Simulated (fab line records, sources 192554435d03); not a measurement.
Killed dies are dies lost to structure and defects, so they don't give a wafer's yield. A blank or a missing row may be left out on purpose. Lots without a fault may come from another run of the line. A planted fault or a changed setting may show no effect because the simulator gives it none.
One fault seen from 2 desks | flow n5_finfet | each desk has only its own numbers; what lay behind them comes last

THE TOOL OWNER'S DESK: vapor_etch-02
The tool's own readings at N5_BEOL_M0_SAQP_RECESS_114 (chemistry HF/NH3, target SiO2, target depth 14.4 nm, afs cycles 3, sublimation time 60 s): means of the sampled wafers that have a number, for each lot that ran on this tool. A lot is out of limits, marked OUT, if its mean lies more than 4 standard deviations from the usual mean; the brackets give that distance.
Columns: A = drypump_motor_current_A at N5_BEOL_M0_SAQP_RECESS_114, usual 5.86 A
lot  | first seen here | A
L782 | day 5 17:42     | 6.03
L795 | day 9 06:13     | 6.03
L796 | day 9 09:47     | 5.82
L798 | day 9 21:34     | 6.25
L799 | day 10 03:46    | 5.80
L803 | day 11 02:20    | 5.81
This desk's finding: nothing out of limits on any of the 6 lots.

THE METROLOGY DESK
What the gauges read, lot by lot, whatever tool the lot ran on: means of the sampled wafers that have a number. A lot is out of limits, marked OUT, if its mean lies more than 4 standard deviations from the usual mean; the brackets give that distance. Of its 10 readings 7 are shown: those that lie furthest out on some lot.
Columns: A = DIBL_P at N5_BEOL_M4_RC_MEAS_101, usual 35.8 mV/V; B = IOFF_P at N5_BEOL_M4_RC_MEAS_101, usual 0.20 nA/um; C = ION_N at N5_BEOL_M4_RC_MEAS_101, usual 670 uA/um; D = ION_P at N5_BEOL_M4_RC_MEAS_101, usual 460 uA/um; E = SS_P at N5_BEOL_M4_RC_MEAS_101, usual 73.2 mV/dec; F = VT_N at N5_BEOL_M4_RC_MEAS_101, usual 250 mV; G = VT_P at N5_BEOL_M4_RC_MEAS_101, usual -251 mV
lot  | first seen here | A    | B    | C   | D   | E    | F   | G
L782 | day 8 07:37     | 33.2 | 0.17 | 660 | 455 | 72.5 | 253 | -255
L795 | day 11 21:53    | 36.6 | 0.18 | 672 | 457 | 73.1 | 251 | -254
L799 | day 12 10:33    | 35.6 | 0.17 | 668 | 451 | 73.2 | 254 | -257
L796 | day 12 17:39    | 34.9 | 0.20 | 673 | 464 | 72.9 | 251 | -249
L798 | day 12 18:06    | 34.7 | 0.21 | 659 | 455 | 72.5 | 251 | -248
L803 | day 13 17:25    | 34.7 | 0.19 | 673 | 461 | 72.8 | 248 | -252
This desk's finding: nothing out of limits on any of the 6 lots.

PUT TOGETHER
The tool owner's desk saw nothing out of limits.
The metrology desk saw nothing out of limits.

WHAT THE SIMULATOR HAD PUT IN
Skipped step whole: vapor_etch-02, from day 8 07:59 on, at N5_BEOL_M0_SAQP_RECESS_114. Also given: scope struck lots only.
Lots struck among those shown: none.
